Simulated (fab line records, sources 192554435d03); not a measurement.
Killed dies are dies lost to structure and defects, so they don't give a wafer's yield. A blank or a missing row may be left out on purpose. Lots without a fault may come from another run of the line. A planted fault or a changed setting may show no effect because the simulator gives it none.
fab line records | flow n5_finfet
record lots=5 wafers=14 last_day=18
route steps=1938 shown BEOL_M15@1808
lots that met no fault: from a run of the same line without faults
start_h: hours from the record's first day to the start of the lot's first wafer shown | wait_h: hours since the lot's step before | " the same as in the row above | L1.1+2: a row that stands for several wafers | - no value, or no start given | * or withheld: withheld | < > ~ a bound
route shown NAME@n: a module of which the file shows steps, and the number in the route of the first | usual: mean/standard deviation of fault-free wafers | same: alike in all rows | chamber/n: place in a boat | sites: the reading at each site | _std_site: their standard deviation | _edge_site: outer sites' mean less inner sites' | radius_mm: how far each site lies from the wafer's centre | mask NAME#n: copy n | behind: the tool/chamber that last shaped the wafer | hold: why the lot was held/for how many hours/how that ended | device: the transistor (n, p or np) that didn't switch | end of line: the same wafers' tests at the end of the route | a step without rows: its recipe alone | killed: dies lost to structure and defects at the first sort, not the wafer's yield | map: a wafer's dies, x killed, . not, _ none there
set.NAME: the setting as run; set.NAME@STEP: as run at that earlier step | model.NAME: the simulator's own value behind a step, which no gauge read
lots at some steps of the route; a table a step, a row a wafer
services: from which hour (start_h, from the record's first day; less than 0 if before it) a tool's chamber was out of use, for how many hours, and why
## steps
# step N5_BEOL_M15_ETCH_61
# recipe chemistry=N2/H2 target=BARC target_depth_a=890 overetch_a=267 time_s=67.9 ion_energy_ev=200 pressure_mtorr=30 source_w=840 bias_w=150 n2_flow_sccm=200 h2_flow_sccm=200
# step N5_BEOL_M15_TRENCH_ETCH_34
# recipe chemistry=C4F8/O2/Ar target=SiO2 target_depth_a=8729.3 he_inner_torr=15 he_outer_torr=30 time_s=199 ion_energy_ev=800 pressure_mtorr=20 source_w=1905 bias_w=2040 Ar_flow_sccm=400 C4F8_flow_sccm=16 O2_flow_sccm=12
# step N5_BEOL_M15_STRIP_36
# recipe chemistry=O2 power_w=600 temp_c=60 pressure_mtorr=30 rf_frequency_hz=6e+07 bias_power_w=0 overash_fraction=0.3 o2_flow_sccm=225
# usual chamber_pressure_mTorr=30.01/0.056 drypump_motor_current_A=5.55/0.28 oes_product_au=0.81/0.094 rf_vpp_V=3.7/0.93 showerhead_plenum_p_Torr=2.08/0.074 throttle_valve_pct=16.58/0.23
# columns lot.wafer tool chamber start_h wait_h chamber_pressure_mTorr drypump_motor_current_A oes_product_au rf_hours_counter_h rf_vpp_V showerhead_plenum_p_Torr throttle_valve_pct
L158.1 rie_diel-03 0 307.60 1.2 29.97 5.58 0.70 242 2.6 2.06 16.68
L158.4 " 2 " " 30.00 5.25 0.71 206 4.6 2.08 17.20
L158.5 " 1 " " 30.04 5.22 0.75 - 1.9 1.91 16.45
L161.3 rie_diel-06 2 318.66 0.4 30.10 5.98 0.76 140 3.2 2.19 16.45
L161.4 " 1 " " 30.00 5.99 0.85 - 3.0 2.12 16.43
L161.5 " 0 " " 30.01 5.45 0.84 - 4.3 2.12 16.46
L169.4 rie_diel-06 3 364.72 0.4 29.92 5.08 0.95 6 2.2 2.24 16.32
L169.6 " 3 " " 29.93 5.09 0.95 - 2.8 2.24 16.33
L176.1 rie_diel-01 1 404.27 0.0 30.03 5.61 0.92 17 4.7 2.14 16.39
L176.3 " 2 " " 30.09 5.70 0.91 24 2.6 2.05 16.50
L176.4 " 0 " " 30.03 5.07 0.76 132 4.0 2.11 16.91
L177.4 rie_diel-01 2 423.77 0.9 29.93 5.67 0.89 29 2.6 2.05 16.49
L177.5 " 2 " " 29.92 5.69 0.91 - 2.8 2.05 16.50
L177.6 " 3 " " 30.05 5.67 0.71 - 4.9 1.99 16.49
# step N5_BEOL_M15_STRIP_62
# recipe chemistry=O2 power_w=600 temp_c=60 pressure_mtorr=30 rf_frequency_hz=6e+07 bias_power_w=0 overash_fraction=0.3 o2_flow_sccm=225
# step N5_BEOL_M15_STRIP_37
# recipe chemistry=O2 power_w=600 temp_c=60 pressure_mtorr=30 rf_frequency_hz=6e+07 bias_power_w=0 overash_fraction=0.3 o2_flow_sccm=225
# usual chamber_pressure_mTorr=30.00/0.036 drypump_motor_current_A=5.55/0.28 oes_product_au=0.80/0.093 rf_vpp_V=3.7/0.65 showerhead_plenum_p_Torr=2.08/0.074 throttle_valve_pct=16.58/0.24
# columns lot.wafer tool chamber start_h wait_h chamber_pressure_mTorr drypump_motor_current_A oes_product_au rf_hours_counter_h rf_vpp_V showerhead_plenum_p_Torr throttle_valve_pct
L158.1 rie_diel-03 0 - - 30.05 5.60 0.69 242 3.4 2.06 16.64
L158.4 " 2 " " 30.02 5.33 0.71 206 3.4 2.08 17.20
L158.5 " 1 " " 29.95 5.21 0.75 - 3.2 1.92 16.48
L161.3 rie_diel-06 2 - - 30.02 5.97 0.76 141 4.2 2.19 16.47
L161.4 " 1 " " 30.01 5.97 0.84 - 3.4 2.12 16.42
L161.5 " 0 " " 30.10 5.44 0.83 - 3.2 2.12 16.45
L169.4 rie_diel-06 3 - - 29.98 5.05 0.95 7 3.6 2.24 16.31
L169.6 " 3 " " 30.01 5.06 0.94 - 3.7 2.24 16.32
L176.1 rie_diel-01 1 - - 30.00 5.61 0.93 17 6.0 2.14 16.41
L176.3 " 2 " " 30.02 5.68 0.91 24 2.8 2.05 16.52
L176.4 " 0 " " 29.98 5.05 0.76 132 3.9 2.11 16.94
L177.4 rie_diel-01 2 - - 29.95 5.68 0.91 29 3.2 2.05 16.52
L177.5 " 2 " " 30.07 5.68 0.91 - 3.1 2.05 16.51
L177.6 " 3 " " 30.03 5.69 0.71 - 3.6 1.99 16.47
# step N5_BEOL_M15_ETCH_38
# recipe chemistry=CF4/N2 target=SiCN target_depth_a=1064 taper_deg=2 time_s=120.5 ion_energy_ev=150 mask_material=SiO2 pressure_mtorr=40 source_w=430 bias_w=70 Ar_flow_sccm=100 cf4_flow_sccm=60 n2_flow_sccm=60
# usual bias_w=70.02/0.21 chamber_pressure_mTorr=40.00/0.035 drypump_motor_current_A=5.55/0.28 oes_product_au=0.80/0.092 rf_vpp_V=382.0/2 showerhead_plenum_p_Torr=2.19/0.07 throttle_valve_pct=15.35/0.24
# columns lot.wafer tool chamber start_h wait_h bias_w chamber_pressure_mTorr drypump_motor_current_A oes_product_au rf_hours_counter_h rf_vpp_V showerhead_plenum_p_Torr throttle_valve_pct
L158.1 rie_diel-03 0 - - 69.78 40.03 5.54 0.70 242 382.1 2.17 15.45
L158.4 " 2 " " 69.89 39.98 5.31 0.72 206 380.8 2.19 16.01
L158.5 " 1 " " 69.78 39.98 5.24 0.75 - 376.8 2.03 15.30
L161.3 rie_diel-06 2 - - 69.93 40.02 5.95 0.76 141 383.8 2.30 15.24
L161.4 " 1 " " 69.80 40.02 6.01 0.84 - 382.7 2.23 15.18
L161.5 " 0 " " 70.32 39.95 5.46 0.84 - 382.8 2.23 15.18
L169.4 rie_diel-06 3 - - 70.07 39.97 5.08 0.95 7 384.8 2.35 15.06
L169.6 " 3 " " 70.29 39.96 5.07 0.94 - 385.9 2.34 15.07
L176.1 rie_diel-01 1 - - 70.00 39.99 5.61 0.93 17 383.2 2.25 15.15
L176.3 " 2 " " 70.07 40.02 5.67 0.91 24 381.7 2.16 15.25
L176.4 " 0 " " 69.80 40.02 5.06 0.78 133 381.4 2.21 15.72
L177.4 rie_diel-01 2 - - 70.31 40.04 5.69 0.90 29 381.5 2.16 15.28
L177.5 " 2 " " 70.19 40.01 5.69 0.90 - 381.7 2.16 15.27
L177.6 " 3 " " 70.21 40.00 5.67 0.70 - 380.0 2.11 15.33
# step N5_BEOL_M15_PRECLEAN_39
# recipe chemistry=residue_remover time_s=60 temp_c=40
# step N5_BEOL_M15_SRD_40
# recipe time_s=30 temp_c=23 rinse_liquid=diw dry=n2_spin spin_rpm=1500 dry_time_s=30
# step N5_BEOL_M15_DEGAS_41
# recipe ambient=vacuum temp_c=300 time_s=60
# usual heater_power_w=459/43
# columns lot.wafer tool chamber start_h wait_h heater_power_w
L158.1 pvd_sputter-03 - 308.33 0.4 453
L158.4 " - " " 417
L158.5 " - " " 485
L161.3 pvd_sputter-02 - 319.66 0.7 566
L161.4 " - " " 505
L161.5 " - " " 545
L169.4 pvd_sputter-02 - 365.30 0.3 517
L169.6 " - " " 446
L176.1 pvd_sputter-01 - 404.95 0.4 459
L176.3 " - " " 447
L176.4 " - " " 512
L177.4 pvd_sputter-01 - 424.45 0.4 448
L177.5 " - " " 444
L177.6 " - " " 399
# step N5_BEOL_M15_PRE_CLEAN_42
# recipe gas=H2/He time_s=30 temp_c=300
# usual heater_power_w=459/42
# columns lot.wafer tool chamber start_h wait_h heater_power_w
L158.1 pvd_sputter-03 - 308.37 0.0 465
L158.4 " - " " 422
L158.5 " - " " 495
L161.3 pvd_sputter-02 - 319.70 0.0 540
L161.4 " - " " 516
L161.5 " - " " 552
L169.4 pvd_sputter-02 - 365.34 0.0 498
L169.6 " - " " 453
L176.1 pvd_sputter-01 - 404.99 0.0 443
L176.3 " - " " 430
L176.4 " - " " 522
L177.4 pvd_sputter-01 - 424.49 0.0 449
L177.5 " - " " 442
L177.6 " - " " 399
# step N5_BEOL_M15_SPUTTER_43
# recipe material=TaN target_thk_a=150 temp_c=50 bias_v=168.6 power_w=15000 chamber_pressure_pa=0.12 time_s=24.19
# step N5_BEOL_M15_SPUTTER_44
# recipe material=Ta target_thk_a=150 temp_c=50 bias_v=80 power_w=15000 chamber_pressure_pa=0.07 time_s=24.19
# usual throttle_valve_pct=30.3/0.99
# columns lot.wafer tool chamber start_h wait_h throttle_valve_pct model.Ta_of_BEOL_M15_SPUTTER_44.thk_nm
L158.1 pvd_sputter-03 - 308.49 0.0 30.9 15
L158.4 " - " " 30.5 15
L158.5 " - " " 29.9 14.8
L161.3 pvd_sputter-02 - 319.82 0.0 31.2 15
L161.4 " - " " 28.7 15
L161.5 " - " " 31.1 15
L169.4 pvd_sputter-02 - 365.46 0.0 28.9 14.8
L169.6 " - " " 31.4 12.8
L176.1 pvd_sputter-01 - 405.11 0.0 27.6 15.2
L176.3 " - " " 30.6 14.8
L176.4 " - " " 29.0 15
L177.4 pvd_sputter-01 - 424.61 0.0 30.4 15
L177.5 " - " " 31.1 14.8
L177.6 " - " " 30.1 14.8
# step N5_BEOL_M15_SPUTTER_45
# recipe material=Cu target_thk_a=1000 temp_c=-20 bias_v=60 power_w=26000 chamber_pressure_pa=0.13 time_s=16.67
## services
# columns tool chamber start_h hours kind
rie_diel-01 2 304.47 - clean
rie_diel-01 2 304.47 - consumable_replace:focus_ring
rie_diel-01 2 304.47 25.8 scheduled_down
rie_diel-01 2 304.47 25.8 vent_cycle
rie_diel-06 3 313.37 - clean
rie_diel-06 3 313.37 - consumable_replace:esc
rie_diel-06 3 313.37 - consumable_replace:focus_ring
rie_diel-06 3 313.37 - consumable_replace:showerhead
rie_diel-06 3 313.37 27.8 scheduled_down
rie_diel-06 3 313.37 27.8 vent_cycle
rie_diel-01 1 330.27 - clean
rie_diel-01 1 330.27 - consumable_replace:focus_ring
rie_diel-01 1 330.27 16.7 scheduled_down
rie_diel-01 1 330.27 16.7 vent_cycle
rie_diel-03 0 338.53 - clean
rie_diel-03 0 338.53 - consumable_replace:focus_ring
rie_diel-03 - 339.99 0.7 repair
rie_diel-06 0 356.11 2.4 repair
rie_diel-01 0 358.70 5.0 repair
rie_diel-03 0 364.52 16.1 repair
rie_diel-01 0 367.00 3.0 repair
rie_diel-06 2 374.77 20.6 repair
rie_diel-06 3 411.55 5.7 repair
pvd_sputter-01 - 415.17 1.8 repair
## key
first_sign none at tools or gauges
model_effect step=N5_BEOL_M15_SPUTTER_44 value=Ta_of_BEOL_M15_SPUTTER_44.thk_nm without=15 struck=12.8
met_at N5_BEOL_M15_SPUTTER_44
struck_wafers L169.6
onset_between 319.82 365.46
fault kind=process_parameter_drift tool=pvd_sputter-02 chamber=- onset_h=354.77 steps=N5_BEOL_M15_SPUTTER_44 channel=time_s offset=* shape=step end_h=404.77 scope=struck_wafers_only acts_in=* stated=*
